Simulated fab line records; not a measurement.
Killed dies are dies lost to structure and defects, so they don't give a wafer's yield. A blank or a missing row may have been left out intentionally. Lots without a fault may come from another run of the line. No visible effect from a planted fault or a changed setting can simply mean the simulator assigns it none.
Which tool was responsible?    flow nand_harc    39 wafers from 13 lots sampled at 5 of the route's 1302 steps

## WHAT THE GAUGES READ, wafer by wafer
NHARC_END_SORT_01.
lot   measured      on         defect_limited_yield (%)  killed_at_array  killed_at_other  killed_at_periphery  killed_dies  killed_open  killed_short
L783  day 26 02:20  prober-02  88.5 89.8 90.0            69 66 62         5 1 2            4 2 4                78 69 68     6 6 5        2 3 1
L785  day 26 01:48  prober-01  86.6 91.7 87.9            89 55 77         1 0 0            1 1 5                91 56 82     4 5 5        6 1 3
L784  day 26 18:41  prober-02  87.1 87.4 88.2            73 75 71         1 1 0            13 9 9               87 85 80     3 6 5        4 2 4
L787  day 26 09:37  prober-01  90.0 87.0 90.5            65 88 64         1 0 0            2 0 0                68 88 64     3 5 4        3 1 3
L786  day 26 18:09  prober-01  89.2 87.7 89.4            69 80 67         1 0 0            3 3 5                73 83 72     5 4 9        4 2 1
L788  day 27 00:48  prober-02  87.6 86.1 86.3            80 93 89         0 0 0            4 1 4                84 94 93     2 3 6        2 0 4
L791  day 27 23:34  prober-02  89.2 88.8 89.1            72 75 73         0 0 0            1 1 1                73 76 74     4 1 3        1 5 2
L792  day 27 23:32  prober-01  90.3 89.2 91.7            61 62 48         2 4 1            3 7 7                66 73 56     1 2 0        3 1 2
L793  day 28 19:44  prober-02  92.9 92.8 94.1            41 42 31         0 3 1            7 4 8                48 49 40     1 2 2        3 5 1
L794  day 28 18:57  prober-01  88.5 87.1 89.2            71 80 67         0 0 0            7 7 6                78 87 73     2 3 2        3 2 2
L799  day 30 15:34  prober-02  90.1 89.5 90.4            54 61 59         5 1 2            8 9 4                67 71 65     4 7 7        1 3 5
L803  day 32 09:54  prober-01  93.8 0 93.1               41 676 42        1 0 1            0 1 4                42 677 47    6 2 3        0 3 2
L804  day 32 19:26  prober-02  91.4 0 0                  55 673 670       1 1 2            2 3 5                58 677 677   1 2 6        4 5 6

## TOOL THAT RAN EACH LOT (tool first, then ch and the chambers of the sampled wafers, then the start)
lot   NHARC_A_M1_PVD_21             NHARC_THIN_TSV_ETCH_15            NHARC_THIN_TSV_PRE_CLEAN_54   NHARC_THIN_TSV_ETCH_36
L783  pvd_sputter-02, day 23 00:12  rie_si-04 ch 0,2,3, day 24 03:13  pvd_sputter-03, day 24 07:14  rie_metal-01 ch 0,1, day 24 08:45
L785  pvd_sputter-03, day 23 01:24  rie_si-01 ch 1,2, day 24 04:32    pvd_sputter-02, day 24 08:35  rie_metal-02 ch 1, day 24 10:25
L784  pvd_sputter-01, day 24 06:18  rie_si-04 ch 0,3, day 25 02:05    pvd_sputter-01, day 25 06:07  rie_metal-01 ch 0,1, day 25 07:38
L787  pvd_sputter-02, day 24 09:58  rie_si-02 ch 0,2, day 25 03:08    pvd_sputter-03, day 25 07:34  rie_metal-03 ch 0,1, day 25 09:11
L786  pvd_sputter-03, day 24 10:28  rie_si-01 ch 0,1, day 25 05:52    pvd_sputter-01, day 25 10:56  rie_metal-03 ch 0,1, day 25 12:32
L788  pvd_sputter-03, day 25 11:39  rie_si-01 ch 1,2, day 26 07:49    pvd_sputter-01, day 26 11:52  rie_metal-03 ch 0,1, day 26 13:29
L791  pvd_sputter-01, day 26 08:36  rie_si-04 ch 0,2,3, day 27 07:04  pvd_sputter-02, day 27 11:05  rie_metal-03 ch 0,1, day 27 12:36
L792  pvd_sputter-02, day 26 12:02  rie_si-02 ch 1,3, day 27 05:53    pvd_sputter-03, day 27 10:03  rie_metal-02 ch 0,1, day 27 11:40
L793  pvd_sputter-03, day 27 04:23  rie_si-02 ch 1,3, day 28 04:53    pvd_sputter-01, day 28 08:53  rie_metal-03 ch 1, day 28 10:29
L794  pvd_sputter-02, day 27 06:29  rie_si-01 ch 1,2,3, day 28 06:07  pvd_sputter-03, day 28 10:16  rie_metal-01 ch 0,1, day 28 11:57
L799  pvd_sputter-03, day 29 05:05  rie_si-02 ch 0,2,3, day 29 23:54  pvd_sputter-03, day 30 03:55  rie_metal-02 ch 0,1, day 30 05:31
L803  pvd_sputter-03, day 31 00:01  rie_si-01 ch 2,3, day 31 21:39    pvd_sputter-03, day 32 01:43  rie_metal-02 ch 0,1, day 32 03:19
L804  pvd_sputter-03, day 31 10:13  rie_si-01 ch 3, day 32 05:07      pvd_sputter-02, day 32 09:20  rie_metal-01 ch 0, day 32 10:56
- NHARC_A_M1_PVD_21: deposits Cu, target thk 30 nm, time 20.49 s.
- NHARC_THIN_TSV_ETCH_15: target depth 3000 nm, bosch target overetch cycles 2, bosch etch step 2.8 s.
- NHARC_THIN_TSV_PRE_CLEAN_54: time 30 s.
- NHARC_THIN_TSV_ETCH_36: etches the open film in Cl2/BCl3, target depth 65 nm, time 18.571 s.

## AS READ BY THE TOOLS THEMSELVES (means over the sampled wafers that have a number; for cases with no such wafer, the mark the record gives instead)
NHARC_A_M1_PVD_21.
lot   tool            throttle_valve_pct (%)
L783  pvd_sputter-02  29.8
L785  pvd_sputter-03  30.5
L784  pvd_sputter-01  30.9
L787  pvd_sputter-02  29.5
L786  pvd_sputter-03  30.3
L788  pvd_sputter-03  30.4
L791  pvd_sputter-01  30.2
L792  pvd_sputter-02  29.9
L793  pvd_sputter-03  30.4
L794  pvd_sputter-02  29.9
L799  pvd_sputter-03  30.3
L803  pvd_sputter-03  30.0
L804  pvd_sputter-03  30.0

NHARC_THIN_TSV_ETCH_15.
lot   tool       drypump_motor_current_A (A)
L783  rie_si-04  5.7
L785  rie_si-01  5.9
L784  rie_si-04  6.2
L787  rie_si-02  5.5
L786  rie_si-01  5.9
L788  rie_si-01  6.1
L791  rie_si-04  5.7
L792  rie_si-02  5.6
L793  rie_si-02  5.8
L794  rie_si-01  6.1
L799  rie_si-02  5.6
L803  rie_si-01  6.0
L804  rie_si-01  6.3

NHARC_THIN_TSV_PRE_CLEAN_54.
lot   tool            heater_power_w (W)
L783  pvd_sputter-03  383
L785  pvd_sputter-02  437
L784  pvd_sputter-01  397
L787  pvd_sputter-03  380
L786  pvd_sputter-01  413
L788  pvd_sputter-01  397
L791  pvd_sputter-02  442
L792  pvd_sputter-03  391
L793  pvd_sputter-01  344
L794  pvd_sputter-03  368
L799  pvd_sputter-03  388
L803  pvd_sputter-03  402
L804  pvd_sputter-02  374

NHARC_THIN_TSV_ETCH_36.
lot   tool          drypump_motor_current_A (A)  oes_product_au (a.u.)
L783  rie_metal-01  6.6                          1.000
L785  rie_metal-02  6.2                          1.017
L784  rie_metal-01  6.6                          0.997
L787  rie_metal-03  6.2                          0.998
L786  rie_metal-03  6.2                          0.999
L788  rie_metal-03  5.8                          1.002
L791  rie_metal-03  6.2                          1.006
L792  rie_metal-02  6.1                          1.001
L793  rie_metal-03  5.5                          1.007
L794  rie_metal-01  6.6                          1.002
L799  rie_metal-02  6.1                          1.017
L803  rie_metal-02  6.1                          1.010
L804  rie_metal-01  6.6                          1.020

## THE ANSWER, worked out from the rows above alone
Rule: the lots themselves supply what counts as usual. The widest of any qualifying gaps counts: lots, ordered by their means at a reading, are off when they make up no more than a third of the lots, leave a main group of 4 or more, and stand apart from it by 3 or more times the standard deviation of that group's means. Not used: any main group whose means are identical at the precision the tables above print for the reading. Also off: a lot with no number at a reading for which 4 or more lots have one. All remaining lots with rows at the step are treated as sound. After the gauges, taken in route order, come the tools' own readings; for these a lot's mean is taken, as printed above. The first step at which some lot is off is used, and at that step the reading that is off furthest; a lot without a number counts as furthest.
Off: L803, L804 (NHARC_END_SORT_01, killed_dies). Main group: mean 73, sd 11.
A tool fits if, at a process step before that reading, it ran every lot that is off, and no sound lot after the first of them. Those tools and the gauges at NHARC_END_SORT_01 are tried in the same way. Can't be told from this: 2 tools fit, pvd_sputter-03 at NHARC_A_M1_PVD_21, rie_si-01 at NHARC_THIN_TSV_ETCH_15.

## WHAT WAS PUT IN BY THE SIMULATOR
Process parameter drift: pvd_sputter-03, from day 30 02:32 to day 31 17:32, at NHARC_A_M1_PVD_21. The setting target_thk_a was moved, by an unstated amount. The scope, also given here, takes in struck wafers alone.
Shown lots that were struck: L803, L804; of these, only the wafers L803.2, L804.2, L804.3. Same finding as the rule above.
